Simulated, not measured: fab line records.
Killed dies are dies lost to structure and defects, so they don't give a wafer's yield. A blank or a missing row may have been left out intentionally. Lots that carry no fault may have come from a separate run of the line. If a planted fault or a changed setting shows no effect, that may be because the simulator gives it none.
A struck lot beside a sound one + flow n5 finfet + 36 out of 1938 route steps
Sound: wafers L379.2, L379.3, L379.4. Struck: wafer L389.3 (L389.1, L389.6, from the same lot, were not struck and are left out); the cause is given at the end.
For every step that has rows: the tool of each side, followed by ch and its chambers, followed by its first start. Under that, the readings that differ: sound wafers + struck wafers + difference of the means + sigmas: that difference in standard deviations of wafers without a fault.
alike: readings with means less than 2 such deviations apart, plus words and numbers identical on both sides. not compared: withheld readings, readings lacking a value on some wafer, bounds such as >300 that could conceal the same value, and numbers that have no deviation in the record and whose values overlap.
Wherever a step has rows on one side only, a row that says differs or no value, or a row with sigmas, the two part there. Numbers that don't overlap but have no deviation are shown without sigmas and don't part them. Lack of a reading on every wafer of one side parts them only where that side has two or more wafers.

first, 9 steps without rows for these wafers: N5_MOL_CONTACT_COAG_PRECLEAN_127 (cleans in DIW, time 57.5 s); N5_MOL_CONTACT_COAG_SRD_128 (dry time 32 s); N5_MOL_CONTACT_COAG_CMP_52 (polishes, stops on SiO2, t overpolish 1.5 s, target thk 66.5 nm); N5_MOL_CONTACT_COAG_ANNEAL_112 (time 1800 s); N5_BEOL_M0_SAQP_PECVD_00 (deposits SiCN from 3MS/NH3, target thk 8 nm, time 14 s); N5_BEOL_M0_SAQP_ILD_DEP_01 (deposits SiOC from DEMS/O2, target thk 45.419 nm, time 8.7 s); N5_BEOL_M0_SAQP_HM_DEP_02 (deposits TiN, target thk 12 nm); N5_BEOL_M0_SAQP_PECVD_03 (deposits SiCN from 3MS/NH3, target thk 12 nm, time 21.1 s); N5_BEOL_M0_SAQP_PECVD_96 (deposits a-Si from SiH4/He, target thk 45 nm, time 45.2 s).
N5_BEOL_M0_SAQP_PECVD_97: deposits SiNx from SiH4/NH3/N2, target thk 23 nm, time 19.9 s.
  sound on pecvd-03 ch 0,1,2, day 5 08:59; struck on pecvd-03 ch 0, day 8 07:10
| reading                                         | sound          | struck | difference | sigmas |
|-------------------------------------------------|----------------|--------|------------|--------|
| model.SiNx_of_BEOL_M0_SAQP_PECVD_97.thk nm (nm) | 23.2 23.8 23.4 | 15.2   | -8.3       |        |
  alike: heater power w, showerhead plenum p Torr, throttle valve pct
then, 24 steps without rows for these wafers: N5_BEOL_M0_SAQP_PECVD_04 (deposits a-Si from SiH4/He, target thk 60 nm, time 60.2 s); N5_BEOL_M0_SAQP_HM_DEP_111 (deposits SiO2 from SiH4/N2O, target thk 12 nm, time 7.2 s); N5_BEOL_M0_SAQP_COAT_81 (time 60 s, resist thk 100 nm); N5_BEOL_M0_SAQP_COAT_82 (time 60 s, resist thk 30 nm); N5_BEOL_M0_SAQP_COAT_08 (resist thk 90 nm); N5_BEOL_M0_SAQP_EBR_10; N5_BEOL_M0_SAQP_SOFTBAKE_09 (time 60 s); N5_BEOL_M0_SAQP_EXPOSE_11 (exposes mask M0 CORE, target cd 42 nm); N5_BEOL_M0_SAQP_PEB_12 (peb time 60 s); N5_BEOL_M0_SAQP_DEVELOP_13 (develop time 30 s); N5_BEOL_M0_SAQP_DESCUM_19 (chemistry O2, time 7.9 s); N5_BEOL_M0_SAQP_ETCH_83 (etches SiARC in CF4, target depth 39 nm, time 65 s); N5_BEOL_M0_SAQP_ETCH_84 (etches SOC in N2/H2, target depth 100 nm, overetch 20 nm, time 150 s); N5_BEOL_M0_SAQP_STRIP_80 (strips in N2/H2); N5_BEOL_M0_SAQP_HM_OPEN_112 (chemistry CHF3/O2, target SiO2, stops on a-Si, target depth 12 nm, time 13.5 s); N5_BEOL_M0_SAQP_STRIP_113 (strips in CHF3/O2); N5_BEOL_M0_SAQP_MANDREL_ETCH_20 (etches a-Si in HBr/Cl2, stops on SiNx, target depth 60 nm, bt time 10 s, time 30 s); N5_BEOL_M0_SAQP_STRIP_86 (strips in N2/H2); N5_BEOL_M0_SAQP_STRIP_115 (strips in post etch residue remover, time 60 s); N5_BEOL_M0_SAQP_SRD_93 (time 30 s); N5_BEOL_M0_SAQP_RECESS_114 (chemistry HF/NH3, target SiO2, target depth 14.4 nm, afs cycles 3, sublimation time 60 s); N5_BEOL_M0_SAQP_SPACER1_ALD_98 (deposits SiO2, target thk 12.8 nm, pulse time 1 s, purge time 2 s); N5_BEOL_M0_SAQP_SPACER1_ETCHBACK_99 (etches SiO2 in CHF3/O2, target depth 15.4 nm, time 7.7 s); N5_BEOL_M0_SAQP_MANDREL1_REMOVE_100 (chemistry HBr/Cl2/O2, target a-Si, stops on SiNx, bt time 10 s).
N5_BEOL_M0_SAQP_ETCH_106: etches SOC in N2/H2, stops on SiNx, target depth 150 nm.
  sound on rie diel-04 ch 0,1,3, day 5 12:08; struck on rie diel-04 ch 0, day 8 11:04
| reading                                         | sound        | struck | difference | sigmas |
|-------------------------------------------------|--------------|--------|------------|--------|
| model.SiNx_of_BEOL_M0_SAQP_PECVD_97.thk nm (nm) | 15.6 16 15.6 | 7.6    | -8.1       |        |
  alike: drypump motor current A, oes product au, rf vpp V, showerhead plenum p Torr, throttle valve pct
  not compared: rf hours counter h
-- the record jumps here: 3 days lie between the struck wafers' starts before and after (it left off in module BEOL_M0_SAQP and takes up again in module BEOL_M4, whose first step shown is number 1111 of the route) --
N5_BEOL_M4_RC_MEAS_101:
  sound on prober-02 ch 0, day 7 19:30; struck on prober-01 ch 0, day 11 11:25
| reading       | sound       | struck | difference | sigmas |
|---------------|-------------|--------|------------|--------|
| ION_N (uA/um) | 675 676 683 | 710    | +32        | +2     |
| ION_P (uA/um) | 457 469 459 | 487    | +25        | +3     |
  alike: DIBL_N, DIBL_P, IOFF_N, IOFF_P, SS_N, SS_P, VT_N, VT_P

## WHERE THEY PART
At N5_BEOL_M4_RC_MEAS_101 and nowhere else, as far as this record goes.

WHY: the cause the simulator had injected
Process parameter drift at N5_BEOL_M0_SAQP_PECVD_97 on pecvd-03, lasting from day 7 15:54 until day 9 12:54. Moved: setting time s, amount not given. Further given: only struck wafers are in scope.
